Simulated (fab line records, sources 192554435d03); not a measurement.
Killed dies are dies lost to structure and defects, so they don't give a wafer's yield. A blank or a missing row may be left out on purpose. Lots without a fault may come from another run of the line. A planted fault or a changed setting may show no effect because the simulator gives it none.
fab line records | flow n5_finfet
record lots=5 wafers=15 last_day=18
route steps=1938 shown BEOL_M3@948
lots that met no fault: from a run of the same line without faults
start_h: hours from the record's first day to the start of the lot's first wafer shown | wait_h: hours since the lot's step before | " the same as in the row above | L1.1+2: a row that stands for several wafers | - no value, or no start given | * or withheld: withheld | < > ~ a bound
route shown NAME@n: a module of which the file shows steps, and the number in the route of the first | usual: mean/standard deviation of fault-free wafers | same: alike in all rows | chamber/n: place in a boat | sites: the reading at each site | _std_site: their standard deviation | _edge_site: outer sites' mean less inner sites' | radius_mm: how far each site lies from the wafer's centre | mask NAME#n: copy n | behind: the tool/chamber that last shaped the wafer | hold: why the lot was held/for how many hours/how that ended | device: the transistor (n, p or np) that didn't switch | end of line: the same wafers' tests at the end of the route | a step without rows: its recipe alone | killed: dies lost to structure and defects at the first sort, not the wafer's yield | map: a wafer's dies, x killed, . not, _ none there
set.NAME: the setting as run; set.NAME@STEP: as run at that earlier step | model.NAME: the simulator's own value behind a step, which no gauge read
lots at some steps of the route; a table a step, a row a wafer
services: from which hour (start_h, from the record's first day; less than 0 if before it) a tool's chamber was out of use, for how many hours, and why
## steps
# step N5_BEOL_M3_ETCH_74
# recipe chemistry=N2/H2 target=underlayer target_depth_a=65 mask_material=CAR-EUV time_s=5.2 ion_energy_ev=200 pressure_mtorr=30 source_w=840 bias_w=150 n2_flow_sccm=200 h2_flow_sccm=200 ends=cleared
# usual drypump_motor_current_A=5.6/0.34 etch_rf_on_time_s=5.22/0.2 oes_product_au=0.67/0.056 rf_fwd_power_W=819.5/2.6 rf_vpp_V=523.3/2.9 showerhead_plenum_p_Torr=2.52/0.09 throttle_valve_pct=17.86/0.19
# columns lot.wafer tool chamber start_h wait_h drypump_motor_current_A etch_rf_on_time_s oes_product_au rf_fwd_power_W rf_hours_counter_h rf_vpp_V showerhead_plenum_p_Torr throttle_valve_pct
L076.2 rie_diel-03 2 176.36 0.0 5.4 5.16 0.59 820.5 217 523.5 2.61 17.92
L076.3 " 0 " " 6.0 5.55 0.73 821.4 32 523.2 2.63 18.03
L076.6 " 2 " " 5.4 5.10 0.59 825.9 - 527.8 2.61 17.91
L079.2 rie_diel-03 3 188.06 0.0 4.9 5.10 0.65 818.8 177 527.8 2.64 18.24
L079.3 " 0 " " 6.0 5.50 0.74 822.2 35 525.3 2.63 18.03
L079.5 " 3 " " 4.9 5.10 0.64 820.1 - 527.8 2.64 18.25
L081.1 rie_diel-02 1 217.36 0.0 5.4 4.92 0.74 822.7 73 528.4 2.67 17.57
L081.5 " 1 " " 5.4 4.92 0.73 824.7 - 527.2 2.67 17.55
L081.6 " 2 " " 5.5 4.89 0.65 820.2 - 523.2 2.51 17.80
L087.3 rie_diel-06 1 242.50 0.0 5.4 5.19 0.70 820.8 80 525.0 2.55 17.63
L087.5 " 2 " " 5.9 5.33 0.67 820.2 - 518.3 2.36 17.96
L087.6 " 1 " " 5.4 5.20 0.71 820.6 - 527.2 2.55 17.64
L092.2 rie_diel-06 0 277.07 0.0 5.5 5.20 0.76 812.8 44 523.0 2.48 17.55
L092.4 " 3 " " 5.8 5.23 0.59 816.9 223 524.4 2.51 17.99
L092.6 " 1 " " 5.4 5.23 0.69 818.7 - 523.8 2.55 17.67
# step N5_BEOL_M3_ETCH_63
# recipe chemistry=CF4 target=SiARC target_depth_a=156 mask_material=CAR-EUV time_s=26 ion_energy_ev=80 pressure_mtorr=40 source_w=545 bias_w=36 Ar_flow_sccm=100 cf4_flow_sccm=100 ends=cleared
# usual drypump_motor_current_A=5.6/0.34 etch_rf_on_time_s=26.1/0.95 oes_product_au=0.67/0.054 rf_fwd_power_W=531.9/1.9 rf_vpp_V=183.9/1.2 showerhead_plenum_p_Torr=2.13/0.076 throttle_valve_pct=15.62/0.2
# columns lot.wafer tool chamber start_h wait_h drypump_motor_current_A etch_rf_on_time_s oes_product_au rf_fwd_power_W rf_hours_counter_h rf_vpp_V showerhead_plenum_p_Torr throttle_valve_pct
L076.2 rie_diel-03 2 176.38 0.0 5.4 25.9 0.60 531.4 217 185.6 2.19 15.64
L076.3 " 0 " " 6.0 27.7 0.73 530.7 32 186.2 2.19 15.51
L076.6 " 2 " " 5.4 25.7 0.59 532.1 - 184.7 2.19 15.62
L079.2 rie_diel-03 3 188.08 0.0 4.9 25.2 0.65 530.5 177 185.6 2.22 15.92
L079.3 " 0 " " 6.0 27.3 0.73 531.1 35 183.9 2.19 15.50
L079.5 " 3 " " 4.9 25.0 0.65 530.0 - 185.6 2.22 15.92
L081.1 rie_diel-02 1 217.38 0.0 5.4 24.6 0.73 530.6 73 184.0 2.26 15.39
L081.5 " 1 " " 5.4 24.6 0.72 529.2 - 184.8 2.26 15.41
L081.6 " 2 " " 5.5 24.3 0.65 532.9 - 182.6 2.14 15.72
L087.3 rie_diel-06 1 242.51 0.0 5.4 26.5 0.70 530.1 80 184.6 2.17 15.65
L087.5 " 2 " " 5.8 26.8 0.66 532.0 - 181.1 1.99 15.65
L087.6 " 1 " " 5.4 26.2 0.71 530.2 - 185.1 2.17 15.64
L092.2 rie_diel-06 0 277.09 0.0 5.5 26.1 0.76 530.8 44 182.8 2.09 15.24
L092.4 " 3 " " 5.8 26.0 0.59 532.4 223 184.4 2.13 15.93
L092.6 " 1 " " 5.4 26.6 0.69 528.5 - 185.0 2.17 15.66
# step N5_BEOL_M3_ETCH_64
# recipe chemistry=N2/H2 target=SOC target_depth_a=750 overetch_a=150 mask_material=SiARC temp_c=40 time_s=112.5 ion_energy_ev=200 pressure_mtorr=30 source_w=840 bias_w=150 n2_flow_sccm=200 h2_flow_sccm=200
# usual drypump_motor_current_A=5.6/0.35 oes_product_au=0.62/0.051 rf_fwd_power_W=836.1/2.7 rf_vpp_V=523.3/2.8 showerhead_plenum_p_Torr=2.52/0.09 throttle_valve_pct=17.82/0.19
# columns lot.wafer tool chamber start_h wait_h drypump_motor_current_A oes_product_au rf_fwd_power_W rf_hours_counter_h rf_vpp_V showerhead_plenum_p_Torr throttle_valve_pct
L076.2 rie_diel-03 2 176.40 0.0 5.4 0.54 836.6 217 527.1 2.61 17.88
L076.3 " 0 " " 6.0 0.70 837.0 32 523.7 2.63 17.99
L076.6 " 2 " " 5.4 0.54 841.1 - 527.3 2.61 17.86
L079.2 rie_diel-03 3 188.11 0.0 4.9 0.59 833.5 177 527.4 2.64 18.21
L079.3 " 0 " " 6.0 0.69 841.4 35 525.4 2.63 18.00
L079.5 " 3 " " 4.9 0.59 838.9 - 526.5 2.64 18.21
L081.1 rie_diel-02 1 217.41 0.0 5.4 0.65 831.8 73 527.8 2.67 17.52
L081.5 " 1 " " 5.4 0.65 833.7 - 528.7 2.67 17.53
L081.6 " 2 " " 5.5 0.59 834.6 - 523.7 2.51 17.80
L087.3 rie_diel-06 1 242.54 0.0 5.4 0.65 831.9 80 525.3 2.55 17.64
L087.5 " 2 " " 5.9 0.62 837.8 - 518.1 2.36 17.92
L087.6 " 1 " " 5.4 0.66 831.6 - 524.2 2.55 17.63
L092.2 rie_diel-06 0 277.12 0.0 5.5 0.71 833.2 44 523.1 2.48 17.51
L092.4 " 3 " " 5.8 0.54 836.2 223 523.3 2.51 17.95
L092.6 " 1 " " 5.4 0.65 834.4 - 524.3 2.55 17.64
# step N5_BEOL_M3_STRIP_65
# recipe chemistry=N2/H2 temp_c=40 n2_flow_sccm=200 h2_flow_sccm=200 rf_frequency_hz=6e+07
# columns lot.wafer tool chamber start_h wait_h
L076.2+3+6 rie_diel-03 2,0,2 176.51 0.1
L079.2+3+5 rie_diel-03 3,0,3 188.21 0.1
L081.1+5+6 rie_diel-02 1,1,2 217.51 0.1
L087.3+5+6 rie_diel-06 1,2,1 242.65 0.1
L092.2+4+6 rie_diel-06 0,3,1 277.23 0.1
# step N5_BEOL_M3_STRIP_75
# recipe chemistry=N2/H2 temp_c=40 n2_flow_sccm=200 h2_flow_sccm=200 rf_frequency_hz=6e+07
# columns lot.wafer tool chamber start_h wait_h
L076.2+3+6 rie_diel-03 2,0,2 176.52 0.0
L079.2+3+5 rie_diel-03 3,0,3 188.22 0.0
L081.1+5+6 rie_diel-02 1,1,2 217.52 0.0
L087.3+5+6 rie_diel-06 1,2,1 242.66 0.0
L092.2+4+6 rie_diel-06 0,3,1 277.24 0.0
# step N5_BEOL_M3_STRIP_66
# recipe chemistry=CF4 resist=SiARC power_w=300 bias_power_w=75 pressure_mtorr=50 cf4_flow_sccm=150 rf_frequency_hz=6e+07
# usual bias_power_w=75.05/0.22 drypump_motor_current_A=5.6/0.35 oes_product_au=0.77/0.064 rf_fwd_power_W=292.7/0.93 rf_vpp_V=270.9/1.7 showerhead_plenum_p_Torr=1.78/0.061 throttle_valve_pct=13.60/0.21
# columns lot.wafer tool chamber start_h wait_h bias_power_w drypump_motor_current_A oes_product_au rf_fwd_power_W rf_hours_counter_h rf_vpp_V showerhead_plenum_p_Torr throttle_valve_pct
L076.2 rie_diel-03 2 176.53 0.0 74.50 5.4 0.69 292.7 217 272.4 1.81 13.59
L076.3 " 0 " " 74.96 6.0 0.88 293.4 32 272.1 1.85 13.48
L076.6 " 2 " " 74.68 5.4 0.69 293.2 - 273.4 1.81 13.57
L079.2 rie_diel-03 3 188.23 0.0 75.27 4.9 0.74 293.8 177 272.9 1.86 13.88
L079.3 " 0 " " 75.07 6.0 0.87 292.5 35 271.8 1.85 13.48
L079.5 " 3 " " 74.83 4.9 0.73 294.2 - 271.9 1.86 13.89
L081.1 rie_diel-02 1 217.53 0.0 75.31 5.4 0.81 290.1 73 272.9 1.90 13.38
L081.5 " 1 " " 75.18 5.4 0.82 291.9 - 274.4 1.90 13.39
L081.6 " 2 " " 75.10 5.5 0.73 291.7 - 271.3 1.80 13.72
L087.3 rie_diel-06 1 242.67 0.0 75.16 5.3 0.82 292.5 80 271.9 1.80 13.52
L087.5 " 2 " " 74.77 5.8 0.77 295.6 - 267.9 1.68 13.64
L087.6 " 1 " " 75.13 5.4 0.82 291.8 - 272.0 1.80 13.52
L092.2 rie_diel-06 0 277.25 0.0 75.64 5.5 0.88 293.5 44 268.4 1.75 13.21
L092.4 " 3 " " 75.03 5.8 0.68 292.4 223 270.0 1.78 13.94
L092.6 " 1 " " 75.09 5.3 0.80 293.0 - 271.3 1.80 13.55
# step N5_BEOL_M3_HM_OPEN_17
# recipe chemistry=Cl2/BCl3 target_depth_a=200 overetch_a=60 target=TiN mask_material=SOC ion_energy_ev=150 pressure_mtorr=10 icp_w=1000 bias_w=126 Cl2_flow_sccm=53.25 bcl3_flow_sccm=21.75 Ar_flow_sccm=25
# usual drypump_motor_current_A=5.68/0.15 oes_product_au=0.71/0.074 rf_fwd_power_W=991/4.2 throttle_valve_pct=22.24/0.25
# columns lot.wafer tool chamber start_h wait_h drypump_motor_current_A oes_product_au rf_fwd_power_W rf_hours_counter_h throttle_valve_pct
L076.2 rie_metal-02 1 176.57 0.0 5.33 0.70 993 28 22.10
L076.3 " 0 " " 5.65 0.70 998 - 21.88
L076.6 " 0 " " 5.66 0.70 997 - 21.85
L079.2 rie_metal-02 0 188.27 0.0 5.66 0.70 989 32 21.84
L079.3 " 0 " " 5.66 0.70 991 - 21.84
L079.5 " 0 " " 5.66 0.70 985 - 21.86
L081.1 rie_metal-02 1 217.57 0.0 5.36 0.71 993 31 22.11
L081.5 " 1 " " 5.30 0.71 994 - 22.09
L081.6 " 0 " " 5.65 0.69 987 - 21.86
L087.3 rie_metal-01 1 242.74 0.1 5.82 0.77 993 - 22.50
L087.5 " 0 " " 5.73 0.77 987 - 22.23
L087.6 " 1 " " 5.84 0.75 992 - 22.49
L092.2 rie_metal-02 0 277.29 0.0 5.66 0.68 990 41 21.86
L092.4 " 1 " " 5.30 0.71 994 - 22.09
L092.6 " 0 " " 5.64 0.69 992 - 21.84
# step N5_BEOL_M3_STRIP_19
# recipe chemistry=O2 power_w=400 temp_c=40 pressure_mtorr=30 rf_frequency_hz=6e+07 bias_power_w=0 overash_fraction=0.2 o2_flow_sccm=225
# usual drypump_motor_current_A=5.6/0.38 oes_product_au=0.78/0.069 rf_vpp_V=3.6/0.45 showerhead_plenum_p_Torr=2.10/0.077 throttle_valve_pct=16.72/0.18
# same bias_power_w=0
# columns lot.wafer tool chamber start_h wait_h drypump_motor_current_A oes_product_au rf_hours_counter_h rf_vpp_V showerhead_plenum_p_Torr throttle_valve_pct
L076.2 rie_diel-03 0 176.85 0.2 6.0 0.87 33 3.4 2.14 16.55
L076.3 " 3 " " 4.9 0.74 175 3.3 2.17 16.95
L076.6 " 1 " " 6.4 0.77 - 4.0 2.13 16.86
L079.2 rie_diel-03 2 188.40 0.1 5.4 0.68 220 4.0 2.19 16.96
L079.3 " 1 " " 6.5 0.78 155 3.7 2.13 16.87
L079.5 " 1 " " 6.4 0.78 - 3.6 2.13 16.85
L081.1 rie_diel-03 1 217.82 0.2 6.4 0.76 164 3.7 2.12 16.88
L081.5 " 0 " " 6.0 0.86 - 3.6 2.14 16.57
L081.6 " 1 " " 6.5 0.77 - 2.9 2.12 16.90
L087.3 rie_diel-06 2 242.82 0.1 5.9 0.78 119 3.5 1.96 16.79
L087.5 " 0 " " 5.5 0.91 - 5.0 2.08 16.50
L087.6 " 2 " " 5.8 0.79 - 3.8 1.96 16.78
L092.2 rie_diel-02 1 277.41 0.1 5.4 0.83 94 4.0 2.20 16.45
L092.4 " 2 " " 5.5 0.71 207 3.8 2.09 16.79
L092.6 " 0 " " 5.5 0.79 - 3.9 2.02 16.56
# step N5_BEOL_M3_CD_MEAS_18
# recipe pitch_nm=36 target_cd_nm=18
# usual cd_nm=18.1/0.37
# columns lot.wafer tool chamber start_h wait_h cd_nm
L076.2 cd_sem-01 - 176.92 0.1 18.6
L076.3 " - " " 18.1
L076.6 " - " " 18.6
L079.2 cd_sem-03 - 188.48 0.1 18.1
L079.3 " - " " 17.7
L079.5 " - " " 18.2
L081.1 cd_sem-03 - 217.89 0.0 18.1
L081.5 " - " " 18.3
L081.6 " - " " 18.7
L087.3 cd_sem-02 - 242.89 0.1 18.0
L087.5 " - " " 17.7
L087.6 " - " " 18.0
L092.2 cd_sem-01 - 277.48 0.1 18.1
L092.4 " - " " 18.0
L092.6 " - " " 17.4
# step N5_BEOL_M3_COAT_67
# recipe resist=SOC temp_c=250 time_s=60 spin_rpm=1500 resist_thk_nm=60
# columns lot.wafer tool chamber start_h wait_h
L076.2+3+6 litho_track-02 0 176.96 0.0
L079.2+3+5 litho_track-03 0 188.51 0.0
L081.1+5+6 litho_track-01 0 217.92 0.0
L087.3+5+6 litho_track-01 0 242.93 0.0
L092.2+4+6 litho_track-02 0 277.51 0.0
## services
# columns tool chamber start_h hours kind
rie_diel-02 2 162.48 6.6 repair
rie_diel-06 3 163.11 4.1 repair
rie_metal-01 - 193.38 14.6 pm
rie_diel-03 3 200.07 23.7 repair
rie_diel-03 2 220.43 3.6 repair
rie_metal-02 1 225.03 36.0 repair
rie_diel-02 3 230.01 2.4 repair
rie_diel-02 0 252.10 6.5 repair
## key
fault none
